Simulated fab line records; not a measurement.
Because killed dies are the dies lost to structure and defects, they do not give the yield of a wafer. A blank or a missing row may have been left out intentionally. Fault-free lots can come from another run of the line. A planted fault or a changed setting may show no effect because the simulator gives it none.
Struck lot and sound lot, side by side    flow nand-harc    40 out of 1302 route steps
Sound: the wafers L850.2, L850.3, L850.6. Struck: wafers L855.3, L855.4, L855.6. The cause comes at the end.
At each step with rows: each side's tool, then ch and its chambers, then its first start. Under that, the readings that differ: sound wafers    struck wafers    difference of the means    sigmas: that difference in standard deviations of wafers without a fault.
alike: readings with means less than 2 such deviations apart, plus words and numbers identical on both sides. not compared: withheld readings, readings lacking a value on some wafer, bounds such as >300 that could conceal the same value, and numbers that have no deviation in the record and whose values overlap.
The two part at a step that has a row with sigmas, a row that says differs or no value, or rows on one side only. Numbers that don't overlap but have no deviation are shown without sigmas and don't part them. A reading that every wafer of one side lacks parts them only if that side has two wafers or more.

NHARC_A_M0_OVL_MEAS_10: pitch 160 nm.
  sound: overlay-01 at day 23 19:54; struck: overlay-01 at day 25 22:51
  alike: overlay-x-nm, overlay-y-nm
NHARC_A_M0_INSPECT_11:
  sound: defect-inspect-01 at day 23 19:56; struck: defect-inspect-02 at day 25 22:53
  alike: raw-defect-count
then, 3 steps without rows for these wafers: NHARC_A_M0_DESCUM_14 (chemistry O2, time 3 s); NHARC_A_M0_ETCH_34 (etches the open film in N2/H2, target depth 40 nm, overetch 12 nm, time 43.94 s); NHARC_A_M0_ETCH_15 (etches the open film in C4F8/Ar, target depth 150 nm, overetch 15 nm, time 82.5 s).
NHARC_A_M0_CD_MEAS_16:
  sound: cd-sem-01 at day 23 20:26; struck: cd-sem-03 at day 25 23:15
  alike: cd-nm
then, 3 steps without rows for these wafers: NHARC_A_M0_STRIP_18 (strips in N2/H2); NHARC_A_M0_STRIP_19 (strips in post etch residue remover, time 600 s); NHARC_A_M0_DEGAS_28 (time 60 s).
NHARC_A_M0_PRE_CLEAN_29: time 30 s.
  sound on pvd-sputter-01; struck on pvd-sputter-01
  alike: heater-power-w
then, 2 steps without rows for these wafers: NHARC_A_M0_PVD_20 (deposits TaN, target thk 5 nm, time 8.06 s); NHARC_A_M0_PVD_21 (deposits Cu, target thk 30 nm, time 20.49 s).
NHARC_A_M0_ECD_22: material Cu, target thk 400 nm.
  sound on ecd-cu-01 ch 0,1, day 23 21:24; struck on ecd-cu-01 ch 0,1, day 26 00:19
then, 2 steps without rows for these wafers: NHARC_A_M0_ANNEAL_30 (time 90 s); NHARC_A_M0_CMP_23 (polishes, t overpolish 20 s, target thk 113.75 nm).
NHARC_A_M0_THK_MEAS_24: measures by xrf.
  sound: film-metro-02 at day 23 22:26; struck: film-metro-01 at day 26 01:16
  alike: thk-nm
after that, 1 step had no rows for these wafers: NHARC_A_M0_SRD_25.
NHARC_A_M0_PRE_CLEAN_31: time 12 s.
  sound on pecvd-01 ch 0,1, day 23 22:41; struck on pecvd-04 ch 0,1,2, day 26 01:29
  alike: heater-power-w
then, 11 steps without rows for these wafers: NHARC_A_M0_DEP_32 (deposits SiCN, target thk 30 nm); NHARC_A_M1_DEP_00 (deposits SiOC, target thk 182.5 nm); NHARC_A_M1_DEHYDRATE_01 (time 120 s); NHARC_A_M1_HMDS_02 (time 30 s); NHARC_A_M1_COAT_34 (time 65 s); NHARC_A_M1_COAT_03 (resist thk 90 nm); NHARC_A_M1_SOFTBAKE_04 (time 55 s); NHARC_A_M1_EBR_05; NHARC_A_M1_EXPOSE_06 (exposes mask A M1, target cd 120 nm); NHARC_A_M1_PEB_07 (peb time 65 s); NHARC_A_M1_DEVELOP_08 (develop time 35 s).
NHARC_A_M1_CD_MEAS_09: the cd target is 120 nm.
  sound on cd-sem-02 ch 0, day 23 23:53; struck on cd-sem-03 ch 0, day 26 02:49
  alike: cd-nm
NHARC_A_M1_OVL_MEAS_10: pitch 240 nm.
  sound: overlay-01 at day 23 23:58; struck: overlay-02 at day 26 02:55
reading            sound        struck          difference  sigmas
overlay-x-nm (nm)  1.8 2.1 1.7  -1.1 -0.8 -1.1  -2.9        -3
  alike: overlay-y-nm
then, 2 steps without rows for these wafers: NHARC_A_M1_DESCUM_14 (chemistry O2, time 3 s); NHARC_A_M1_ETCH_35 (etches the open film in N2/H2, target depth 40 nm, overetch 12 nm, time 43.94 s).
NHARC_A_M1_ETCH_15: etches the open film in C4F8/Ar, target depth 182.5 nm, time 91.2 s.
  sound on rie-diel-05 ch 1,2; struck on rie-diel-05 ch 1,2
  alike: oes-product-au, rf-vpp-V
  not compared: rf-hours-counter-h
NHARC_A_M1_CD_MEAS_16:
  sound: cd-sem-02 at day 24 00:23; struck: cd-sem-01 at day 26 03:20
  alike: cd-nm
NHARC_A_M1_STRIP_18: strips in N2/H2.
  sound on rie-diel-05 ch 2,3, day 24 00:27; struck on rie-diel-12 ch 0,2,3, day 26 03:27
  alike: drypump-motor-current-A, oes-product-au, rf-vpp-V, showerhead-plenum-p-Torr, throttle-valve-pct
  not compared: rf-hours-counter-h
then, 2 steps without rows for these wafers: NHARC_A_M1_ETCH_28 (etches the open film in CF4/N2, target depth 30 nm, time 72.99 s); NHARC_A_M1_STRIP_19 (strips in post etch residue remover, time 600 s).
NHARC_A_M1_DEGAS_29: time 60 s.
  sound: pvd-sputter-01 at day 24 01:06; struck: pvd-sputter-01 at day 26 04:02
  alike: heater-power-w
NHARC_END_SORT_01:
  sound on prober-01 ch 0, day 25 12:21; struck on prober-01 ch 0, day 27 17:40
reading                   sound           struck          difference  sigmas
defect-limited-yield (%)  95.0 95.4 95.6  21.0 21.7 21.4  -74.0       -31
killed-at-array           32 27 25        532 526 526     +500        +31
killed-dies               34 31 30        535 530 532     +501        +31
sort_bin_2_pct (%)        1.9 1.0 1.9     40.2 34.9 34.6  +35.0       +35
sort_bin_3_pct (%)        0.6 0.3 0       7.4 7.8 6.6     +7.0        +22
sort_bin_4_pct (%)        2.5 3.2 2.5     31.5 35.6 37.4  +32.1       +21
sort-n-pass               643 646 647     142 147 145     -501        -31
sort-rim-yield-pct (%)    99 96 96        19 23 22        -76         -18
sort-yield-pct (%)        95.0 95.4 95.6  21.0 21.7 21.4  -74.0       -31
  alike: killed-at-other, killed-at-periphery, killed-open, killed-short

WHERE THEY PART
At NHARC_A_M1_OVL_MEAS_10 first; at NHARC_END_SORT_01 last (within this record only).

WHY: what the simulator had put in
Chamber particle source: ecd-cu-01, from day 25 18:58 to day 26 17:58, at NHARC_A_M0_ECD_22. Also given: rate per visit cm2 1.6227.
